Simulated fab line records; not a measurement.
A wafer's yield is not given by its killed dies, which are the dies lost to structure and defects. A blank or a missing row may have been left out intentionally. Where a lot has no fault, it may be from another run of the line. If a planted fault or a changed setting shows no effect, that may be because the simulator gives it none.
What tool caused it? -- flow nandHarc -- Sampling: 24 lots, 72 wafers, 6 of 1159 route steps

== WHAT THE GAUGES SHOWED, per wafer ==
NHARC_P_M1_CD_MEAS_09 targets a cd of 130 nm.
lot,measured,on,cdNm (nm)
L074,day 6 02:46,cdSem-03,130.2 131.1 130.4
L075,day 6 15:51,cdSem-02,129.3 128.8 129.8
L076,day 6 16:17,cdSem-03,129.6 130.6 129.9
L077,day 6 17:56,cdSem-03,130.9 130.1 130.8
L079,day 7 08:36,cdSem-01,129.6 129.8 130.4
L078,day 7 09:29,cdSem-01,130.3 130.4 130.6
L080,day 7 09:40,cdSem-02,130.0 129.6 130.3
L081,day 7 16:47,cdSem-02,129.5 130.5 129.3
L083,day 8 03:08,cdSem-03,129.8 130.1 128.7
L082,day 8 05:52,cdSem-02,130.5 130.3 130.9
L085,day 8 16:59,cdSem-02,130.9 130.5 130.5
L084,day 8 17:10,cdSem-03,130.0 130.0 130.2
L086,day 9 05:46,cdSem-01,130.4 129.9 130.4
L088,day 9 06:07,cdSem-03,130.5 131.4 130.3
L087,day 9 06:56,cdSem-01,130.7 129.7 130.0
L089,day 9 22:21,cdSem-03,130.1 129.6 130.5
L090,day 9 22:53,cdSem-02,129.5 130.2 129.9
L092,day 10 08:07,cdSem-02,130.0 129.4 130.2
L091,day 10 08:53,cdSem-03,129.7 129.9 129.7
L093,day 10 12:40,cdSem-02,129.6 130.5 130.1
L094,day 11 00:44,cdSem-01,130.4 130.5 131.1
L095,day 11 05:12,cdSem-01,130.2 130.6 129.4
L097,day 11 10:05,cdSem-02,130.5 130.5 129.3
L096,day 11 11:12,cdSem-03,129.2 130.2 129.2

NHARC_P_BONDPAD_INSPECT_23.
lot,measured,on,rawDefectCount
L074,day 6 14:37,defectInspect-01,529 685 530
L075,day 7 03:46,defectInspect-01,494 408 316
L076,day 7 04:14,defectInspect-01,498 586 735
L077,day 7 05:19,defectInspect-01,317 369 737
L079,day 7 20:17,defectInspect-01,399 500 469
L078,day 7 21:19,defectInspect-01,612 519 417
L080,day 7 21:38,defectInspect-01,258 412 438
L081,day 8 04:13,defectInspect-01,886 548 303
L083,day 8 15:10,defectInspect-01,457 440 573
L082,day 8 17:37,defectInspect-02,262 320 229
L085,day 9 04:43,defectInspect-01,549 304 472
L084,day 9 05:04,defectInspect-01,471 448 405
L086,day 9 17:54,defectInspect-01,514 882 525
L088,day 9 18:04,defectInspect-02,347 230 265
L087,day 9 18:33,defectInspect-01,534 607 483
L089,day 10 10:20,defectInspect-01,396 461 433
L090,day 10 11:12,defectInspect-02,325 186 386
L092,day 10 21:04,defectInspect-01,270 300 320
L091,day 10 21:53,defectInspect-02,394 298 492
L093,day 11 00:39,defectInspect-02,532 389 580
L094,day 11 12:14,defectInspect-01,342 232 250
L095,day 11 17:27,defectInspect-02,245 291 281
L097,day 11 22:07,defectInspect-02,308 501 377
L096,day 11 22:41,defectInspect-01,207 179 279

== TOOL THAT RAN EACH LOT (tool first, then ch and the chambers of the sampled wafers, then the start) ==
lot,NHARC_P_M1_ETCH_15,NHARC_P_M1_DEGAS_29,NHARC_P_M1_PVD_20,NHARC_P_M2_PRE_CLEAN_32
L074,"rieDiel-04 ch 0,3, day 6 03:59 or earlier","pvdSputter-01, day 6 03:59","pvdSputter-01, day 6 09:49 or earlier","pecvd-03 ch 1,2, day 6 09:49"
L075,"rieDiel-04 ch 1,2,3, day 6 17:03 or earlier","pvdSputter-02, day 6 17:03","pvdSputter-02, day 6 23:14 or earlier","pecvd-04 ch 0,1,2, day 6 23:14"
L076,"rieDiel-01 ch 1,2, day 6 17:32 or earlier","pvdSputter-03, day 6 17:32","pvdSputter-03, day 6 23:28 or earlier","pecvd-03 ch 1,2, day 6 23:28"
L077,"rieDiel-06 ch 0,3, day 6 19:10 or earlier","pvdSputter-01, day 6 19:10","pvdSputter-01, day 7 00:50 or earlier","pecvd-02 ch 1,2, day 7 00:50"
L079,"rieDiel-04 ch 0,1, day 7 09:50 or earlier","pvdSputter-03, day 7 09:50","pvdSputter-03, day 7 15:45 or earlier","pecvd-04 ch 1,2, day 7 15:45"
L078,"rieDiel-01 ch 0,1,3, day 7 10:41 or earlier","pvdSputter-01, day 7 10:41","pvdSputter-01, day 7 16:53 or earlier","pecvd-03 ch 1,2, day 7 16:53"
L080,"rieDiel-04 ch 1,2,3, day 7 10:55 or earlier","pvdSputter-02, day 7 10:55","pvdSputter-02, day 7 17:11 or earlier","pecvd-04 ch 0,1,2, day 7 17:11"
L081,"rieDiel-06 ch 0,1,2, day 7 18:00 or earlier","pvdSputter-01, day 7 18:00","pvdSputter-03, day 7 18:08","pecvd-02 ch 0,2, day 7 23:49"
L083,"rieDiel-06 ch 0,3, day 8 04:22 or earlier","pvdSputter-01, day 8 04:22","pvdSputter-01, day 8 10:03 or earlier","pecvd-04 ch 0,2, day 8 10:03"
L082,"rieDiel-01 ch 1,2, day 8 07:08 or earlier","pvdSputter-01, day 8 07:08","pvdSputter-01, day 8 12:59 or earlier","pecvd-03 ch 0,1,2, day 8 12:59"
L085,"rieDiel-01 ch 0,1, day 8 18:13 or earlier","pvdSputter-03, day 8 18:13","pvdSputter-03, day 9 00:10 or earlier","pecvd-02 ch 1,2, day 9 00:10"
L084,"rieDiel-04 ch 0,1,2, day 8 18:25 or earlier","pvdSputter-01, day 8 18:25","pvdSputter-01, day 9 00:22 or earlier","pecvd-04 ch 1,2, day 9 00:22"
L086,"rieDiel-04 ch 0,1, day 9 07:05 or earlier","pvdSputter-03, day 9 07:05","pvdSputter-03, day 9 13:09 or earlier","pecvd-03 ch 0,1, day 9 13:09"
L088,"rieDiel-06 ch 1,3, day 9 07:26 or earlier","pvdSputter-02, day 9 07:26","pvdSputter-02, day 9 13:34 or earlier","pecvd-03 ch 0,2, day 9 13:34"
L087,"rieDiel-01 ch 1,2,3, day 9 08:13 or earlier","pvdSputter-01, day 9 08:13","pvdSputter-01, day 9 14:11 or earlier","pecvd-02 ch 0,1,2, day 9 14:11"
L089,"rieDiel-04 ch 0,1,2, day 9 23:33 or earlier","pvdSputter-03, day 9 23:33","pvdSputter-03, day 10 05:25 or earlier","pecvd-04 ch 0,2, day 10 05:25"
L090,"rieDiel-06 ch 1,3, day 10 00:11 or earlier","pvdSputter-03, day 10 00:11","pvdSputter-03, day 10 06:17 or earlier","pecvd-02 ch 1,2, day 10 06:17"
L092,"rieDiel-01 ch 2,3, day 10 09:51 or earlier","pvdSputter-02, day 10 09:51","pvdSputter-02, day 10 15:58 or earlier","pecvd-02 ch 0,1,2, day 10 15:58"
L091,"rieDiel-01 ch 1,2, day 10 10:08 or earlier","pvdSputter-03, day 10 10:08","pvdSputter-03, day 10 16:17 or earlier","pecvd-04 ch 0,1,2, day 10 16:17"
L093,"rieDiel-06 ch 0,1,3, day 10 13:59 or earlier","pvdSputter-01, day 10 13:59","pvdSputter-01, day 10 20:04 or earlier","pecvd-04 ch 0,1, day 10 20:04"
L094,"rieDiel-06 ch 2,3, day 11 01:56 or earlier","pvdSputter-02, day 11 01:56","pvdSputter-02, day 11 07:43 or earlier","pecvd-02 ch 1,2, day 11 07:43"
L095,"rieDiel-01 ch 0,2, day 11 06:27 or earlier","pvdSputter-02, day 11 06:27","pvdSputter-02, day 11 12:28 or earlier","pecvd-02 ch 0,2, day 11 12:28"
L097,"rieDiel-06 ch 1,2, day 11 11:17 or earlier","pvdSputter-01, day 11 11:17","pvdSputter-01, day 11 17:25 or earlier","pecvd-04 ch 0,1, day 11 17:25"
L096,"rieDiel-06 ch 0,1,2, day 11 12:24 or earlier","pvdSputter-03, day 11 12:24","pvdSputter-03, day 11 18:13 or earlier","pecvd-04 ch 0,1,2, day 11 18:13"
- NHARC_P_M1_ETCH_15: etches the open film in C4F8/Ar, target depth 182.5 nm, time 91.2 s.
- NHARC_P_M1_DEGAS_29: time 60 s.
- NHARC_P_M1_PVD_20: deposits TaN, target thk 5 nm, time 8.06 s.
- NHARC_P_M2_PRE_CLEAN_32: time 12 s.

== WHAT THE TOOLS THEMSELVES READ (means of the sampled wafers that have a number; where no wafer has one, the mark that the record gives instead) ==
NHARC_P_M1_ETCH_15.
lot,tool,oesProductAu (a.u.),rfVppV (V)
L074,rieDiel-04,0.966,439.2
L075,rieDiel-04,0.968,438.5
L076,rieDiel-01,0.932,441.9
L077,rieDiel-06,0.972,443.9
L079,rieDiel-04,0.956,441.8
L078,rieDiel-01,0.975,440.1
L080,rieDiel-04,0.971,437.5
L081,rieDiel-06,0.967,441.9
L083,rieDiel-06,0.913,444.1
L082,rieDiel-01,0.947,441.6
L085,rieDiel-01,0.964,441.9
L084,rieDiel-04,0.948,440.1
L086,rieDiel-04,0.948,440.7
L088,rieDiel-06,0.928,442.0
L087,rieDiel-01,0.959,440.9
L089,rieDiel-04,0.965,440.2
L090,rieDiel-06,0.929,439.7
L092,rieDiel-01,0.961,442.2
L091,rieDiel-01,0.967,441.6
L093,rieDiel-06,0.926,442.5
L094,rieDiel-06,0.964,441.8
L095,rieDiel-01,0.924,443.5
L097,rieDiel-06,0.967,439.1
L096,rieDiel-06,0.968,441.5

NHARC_P_M1_DEGAS_29.
lot,tool,heaterPowerW (W)
L074,pvdSputter-01,324
L075,pvdSputter-02,355
L076,pvdSputter-03,305
L077,pvdSputter-01,367
L079,pvdSputter-03,340
L078,pvdSputter-01,323
L080,pvdSputter-02,324
L081,pvdSputter-01,325
L083,pvdSputter-01,333
L082,pvdSputter-01,358
L085,pvdSputter-03,338
L084,pvdSputter-01,335
L086,pvdSputter-03,340
L088,pvdSputter-02,303
L087,pvdSputter-01,340
L089,pvdSputter-03,294
L090,pvdSputter-03,335
L092,pvdSputter-02,335
L091,pvdSputter-03,300
L093,pvdSputter-01,323
L094,pvdSputter-02,338
L095,pvdSputter-02,359
L097,pvdSputter-01,322
L096,pvdSputter-03,302

NHARC_P_M1_PVD_20.
lot,tool,throttleValvePct (%)
L074,pvdSputter-01,30.2
L075,pvdSputter-02,29.2
L076,pvdSputter-03,32.2
L077,pvdSputter-01,29.1
L079,pvdSputter-03,31.4
L078,pvdSputter-01,29.7
L080,pvdSputter-02,30.2
L081,pvdSputter-03,31.9
L083,pvdSputter-01,30.8
L082,pvdSputter-01,30.2
L085,pvdSputter-03,30.5
L084,pvdSputter-01,28.6
L086,pvdSputter-03,31.2
L088,pvdSputter-02,29.1
L087,pvdSputter-01,31.0
L089,pvdSputter-03,30.9
L090,pvdSputter-03,31.6
L092,pvdSputter-02,30.5
L091,pvdSputter-03,31.3
L093,pvdSputter-01,29.0
L094,pvdSputter-02,30.3
L095,pvdSputter-02,28.9
L097,pvdSputter-01,30.1
L096,pvdSputter-03,31.9

NHARC_P_M2_PRE_CLEAN_32.
lot,tool,heaterPowerW (W)
L074,pecvd-03,610
L075,pecvd-04,690
L076,pecvd-03,616
L077,pecvd-02,646
L079,pecvd-04,714
L078,pecvd-03,555
L080,pecvd-04,678
L081,pecvd-02,682
L083,pecvd-04,725
L082,pecvd-03,590
L085,pecvd-02,640
L084,pecvd-04,734
L086,pecvd-03,665
L088,pecvd-03,648
L087,pecvd-02,698
L089,pecvd-04,667
L090,pecvd-02,649
L092,pecvd-02,670
L091,pecvd-04,708
L093,pecvd-04,620
L094,pecvd-02,633
L095,pecvd-02,676
L097,pecvd-04,688
L096,pecvd-04,673

== THE ANSWER, worked out from the rows above alone ==
Rule: the lots themselves supply what counts as usual. The widest of any qualifying gaps counts: lots, ordered by their means at a reading, are off when they make up no more than a third of the lots, leave a main group of 4 or more, and stand apart from it by 3 or more times the standard deviation of that group's means. The tables above print the reading to a certain number of digits; a main group whose means all agree to those digits is not used. Also off: a lot with no number at a reading for which 4 or more lots have one. Where the step has rows for the other lots, those lots are counted as sound. The gauges are gone through in route order, then the tools' own readings, and for those a lot's mean is taken as printed above. At the first step where some lot is off, the reading lying furthest off is the one used; lots without a number count as furthest.
No lot is off on any of the readings shown, so nothing can be concluded from this.

== WHAT THE SIMULATOR PUT IN ==
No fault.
